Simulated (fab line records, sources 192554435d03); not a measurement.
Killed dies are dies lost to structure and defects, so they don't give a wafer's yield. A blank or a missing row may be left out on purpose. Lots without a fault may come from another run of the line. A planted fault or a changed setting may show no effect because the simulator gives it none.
Chamber matching | flow n5_finfet | N5_BEOL_M1_ETCH_70 on rie_diel-03: 4 sister chambers
The step etches SOC in N2/H2, target depth 80 nm, overetch 16 nm, time 120 s. 7 wafers are shown with their chamber, then 7 later ones without.

WAFERS WITH THEIR CHAMBER
wafer  | chamber | showerhead_plenum_p_Torr (Torr) | throttle_valve_pct (%)
L077.2 | 3       | 2.72                            | 17.55
L081.6 | 0       | 2.49                            | 17.52
L082.2 | 2       | 2.40                            | 18.03
L082.3 | 1       | 2.62                            | 18.07
L082.5 | 1       | 2.62                            | 18.05
L086.2 | 2       | 2.40                            | 18.02
L086.3 | 0       | 2.48                            | 17.52

WAFERS WITHOUT THEIR CHAMBER
wafer  | showerhead_plenum_p_Torr (Torr) | throttle_valve_pct (%)
L086.4 | 2.62                            | 18.06
L090.2 | 2.61                            | 18.09
L090.3 | 2.71                            | 17.65
L090.6 | 2.61                            | 18.10
L092.1 | 2.47                            | 17.56
L092.2 | 2.71                            | 17.66
L092.6 | 2.61                            | 18.08

WHICH CHAMBER EACH WENT THROUGH
wafer  | from the rows above | in truth
L086.4 | 1                   | 1
L090.2 | 1                   | 1
L090.3 | 3                   | 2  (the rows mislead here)
L090.6 | 1                   | 1
L092.1 | 0                   | 0
L092.2 | 3                   | 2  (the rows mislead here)
L092.6 | 1                   | 1
Placed correctly: 5 of 7. Can't be placed from these rows: 0. Placed wrongly: 2.
How it was worked out, from the rows above alone: a wafer's distance from a chamber is the root of the sum, over the readings, of the square of ((its reading less the chamber's mean) divided by the reading's scatter). The wafer belongs to the nearest chamber; if the next one is less than 2 further off, it can't be placed. A chamber's mean is the mean of its shown wafers. The scatter: the root of (the sum of the squares of (reading less its chamber's mean) over the shown wafers, divided by (wafers less chambers)).
